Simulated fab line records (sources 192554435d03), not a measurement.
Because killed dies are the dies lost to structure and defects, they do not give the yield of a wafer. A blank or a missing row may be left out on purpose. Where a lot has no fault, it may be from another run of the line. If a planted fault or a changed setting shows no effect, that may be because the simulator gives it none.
Split-lot study	flow n5 finfet	on a route of 1938 steps: 7 lots, 21 wafers read

ABOUT THE SPLIT
At N5_WELL_APT_COAT_02 (resist thk 950 nm), the setting spin rpm was moved away from the recipe's 1357 rpm on 11 of the 21 wafers read, by -8.9% to +9.7%. All remaining wafers had this setting at the recipe value.

The reading is taken at the split's own step.

THE READING
coat_of_WELL_APT_COAT_02.thk nm (the simulator's own value, which no gauge read), in nm, at N5_WELL_APT_COAT_02 (resist thk 950 nm). No usual value for it is given in the file. The 10 wafers here that ran the recipe average 949.0 nm, standard deviation 2.7 nm.

wafer	tool, chamber at the split	spin rpm as run, rpm	against the recipe	coat_of_WELL_APT_COAT_02.thk nm, nm	against lot-mates on the recipe
L076.1	litho track-04, 0	1357	recipe	948.5	-
L076.3	litho track-04, 0	1236	-8.9%	996.7	+48.2
L076.5	litho track-04, 0	1236	-8.9%	994.3	+45.8
L077.1	litho track-05, 0	1272	-6.3%	979.2	+27.3
L077.2	litho track-05, 0	1357	recipe	951.9	-
L077.4	litho track-05, 0	1272	-6.3%	980.7	+28.8
L081.2	litho track-04, 0	1488	+9.7%	905.2	-39.3
L081.3	litho track-04, 0	1488	+9.7%	901.5	-43.0
L081.5	litho track-04, 0	1357	recipe	944.5	-
L086.4	litho track-01, 0	1357	recipe	953.3	-
L086.5	litho track-01, 0	1357	recipe	948.4	-
L086.6	litho track-01, 0	1357	recipe	949.8	-
L092.1	litho track-05, 0	1276	-6.0%	980	+30.7
L092.3	litho track-05, 0	1357	recipe	949.7	-
L092.6	litho track-05, 0	1357	recipe	948.9	-
L094.1	litho track-01, 0	1239	-8.7%	991.3	+40.7
L094.5	litho track-01, 0	1239	-8.7%	992.3	+41.7
L094.6	litho track-01, 0	1357	recipe	950.6	-
L096.1	litho track-04, 0	1274	-6.1%	971.6	+27.1
L096.5	litho track-04, 0	1274	-6.1%	975.7	+31.2
L096.6	litho track-04, 0	1357	recipe	944.5	-

THE FIT
A straight line over all 21 wafers: coat_of_WELL_APT_COAT_02.thk nm changes by -4.84 nm for each +1% of spin rpm; r = -0.99; the points scatter about the line by 3 nm.
The same after taking each lot's own level away (the mean of its wafers on the recipe; 21 wafers): -4.66 nm for each +1%; r = -1.00; scatter 2.4 nm.
That fit puts the effect of the largest move of spin rpm on the reading at 45 nm.
Across the lots, their own levels run from 944.50 to 951.90 nm, a range of 2.8 times the standard deviation given above.
The two slopes agree, so the slope changes little with the lot-to-lot level.
Check: -45.8 nm against its lot-mates is what the line predicts for one of the wafers moved furthest among these (+9.7%) when that wafer is left out of the fit. It came out at -39.3 nm against them.

OTHER SPLITS ON THESE WAFERS
Before the reading, these wafers also passed through other splits. Each is held against what the fit with the lots' levels taken away leaves over:
other split on the same wafers	wafers away from the commonest value	r with coat_of_WELL_APT_COAT_02.thk nm (lot level and that fit taken away)
N5_ZERO_LAYER_EXPOSE_08 dose mj	8	+0.12

THE FILE'S OWN FIT
coat_of_WELL_APT_COAT_02.thk nm changes by -4.75 nm for each +1% of spin rpm, r = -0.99.
